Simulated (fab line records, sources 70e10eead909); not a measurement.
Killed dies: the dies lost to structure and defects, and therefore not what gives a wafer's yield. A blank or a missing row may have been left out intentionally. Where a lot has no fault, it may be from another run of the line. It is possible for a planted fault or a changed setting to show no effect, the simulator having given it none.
A lot that was struck, set against a sound lot ; flow nand harc ; 17 steps out of a route of 1302
Sound: the wafers L975.2, L975.3, L975.4. Struck: wafers L976.2, L976.5, L976.6. Last of all comes the cause.
For every step that has rows: the tool of each side, followed by ch and its chambers, followed by its first start. Under that, the readings that differ: sound wafers ; struck wafers ; difference of the means ; sigmas: that difference in standard deviations of wafers without a fault.
alike: a reading whose means differ by less than 2 such deviations, as well as words and numbers matching on both sides. not compared: withheld readings; readings where some wafer has no value; bounds like >300 that might hide an equal value; numbers whose values overlap and for which the record gives no deviation.
A row with sigmas, a row that says differs or no value, or rows on one side alone: a step with any of these is where the two part. Numbers that don't overlap but have no deviation are shown without sigmas and don't part them. Lack of a reading on every wafer of one side parts them only where that side has two or more wafers.

first, 3 steps without rows for these wafers: NHARC_P_GATE_DESCUM_93 (chemistry O2, time 3 s); NHARC_P_GATE_IMPLANT_94; NHARC_P_GATE_STRIP_113 (strips in N2/H2, time 740 s).
NHARC_P_GATE_STRIP_95: strips in O2.
  sound on plasma asher-01 ch 0,1, day 12 09:01; struck on plasma asher-01 ch 0,1, day 12 15:44
  alike: drypump motor current A, heater power w
  not compared: rf hours counter h
then, 1 step without rows for these wafers: NHARC_P_GATE_STRIP_96 (strips in SPM, time 900 s).
NHARC_P_GATE_RTA_64: time 1 s.
  sound on rtp anneal-02 ch 0, day 12 09:35; struck on rtp anneal-02 ch 0, day 12 16:19
  alike: anneal temp c max, lamp power pct, lamp_zone_1_pct, lamp_zone_7_pct, wafer_temp_C_max
then, 5 steps without rows for these wafers: NHARC_P_GATE_ETCH_77 (etches SiO2 in dHF, target depth 6 nm); NHARC_P_GATE_DEGAS_109 (time 60 s); NHARC_P_GATE_PRE_CLEAN_110 (time 30 s); NHARC_P_GATE_SPUTTER_78 (material Ni, target thk 10 nm); NHARC_P_GATE_SPUTTER_79 (material TiN, target thk 10 nm).
NHARC_P_GATE_RTA_80: time 30 s.
  sound on rtp anneal-01 ch 0, day 12 10:13; struck on rtp anneal-02 ch 0, day 12 16:55
reading;sound;struck;difference;sigmas
wafer_temp_C_max;300.8 300.7 300.7;302.7 301.6 302.0;+1.4;+2
  alike: anneal temp c max, lamp power pct, lamp_zone_1_pct, lamp_zone_7_pct
NHARC_P_GATE_STRIP_67: strips in SPM, time 600 s.
  sound on wet bench-06 ch 0,3,6, day 12 10:23; struck on wet bench-02 ch 0,1,5, day 12 17:05
  alike: bath guard temp C
NHARC_P_GATE_RTA_82: time 30 s.
  sound on rtp anneal-01 ch 0, day 12 10:40; struck on rtp anneal-01 ch 0, day 12 17:22
  alike: anneal temp c max, lamp power pct, lamp_zone_1_pct, lamp_zone_7_pct, wafer_temp_C_max
NHARC_P_GATE_INSPECT_68:
  sound on defect inspect-02 at day 12 10:50; struck on defect inspect-01 at day 12 17:32
reading;sound;struck;difference;sigmas
raw defect count;201 182 175;550 521 524;+346;+5
NHARC_P_CONTACT_DEP_30: deposits SiNx, target thk 30 nm.
  sound on pecvd-01 ch 0,1,2, day 12 10:54; struck on pecvd-03 ch 0,2, day 12 17:37
  alike: heater power w
-- jump in the record: it breaks off in module P_CONTACT and resumes in module END (first step shown: number 1302 of the route), and 20 days separate the struck wafers' starts before and after --
NHARC_END_SORT_01:
  here the record holds rows for the struck wafers (prober-01 ch 0, day 32 11:30) but none for the sound ones

== WHERE THEY PART ==
Earliest at NHARC_P_GATE_RTA_80; latest, in this record, at NHARC_END_SORT_01.

WHY: whatever the simulator had introduced
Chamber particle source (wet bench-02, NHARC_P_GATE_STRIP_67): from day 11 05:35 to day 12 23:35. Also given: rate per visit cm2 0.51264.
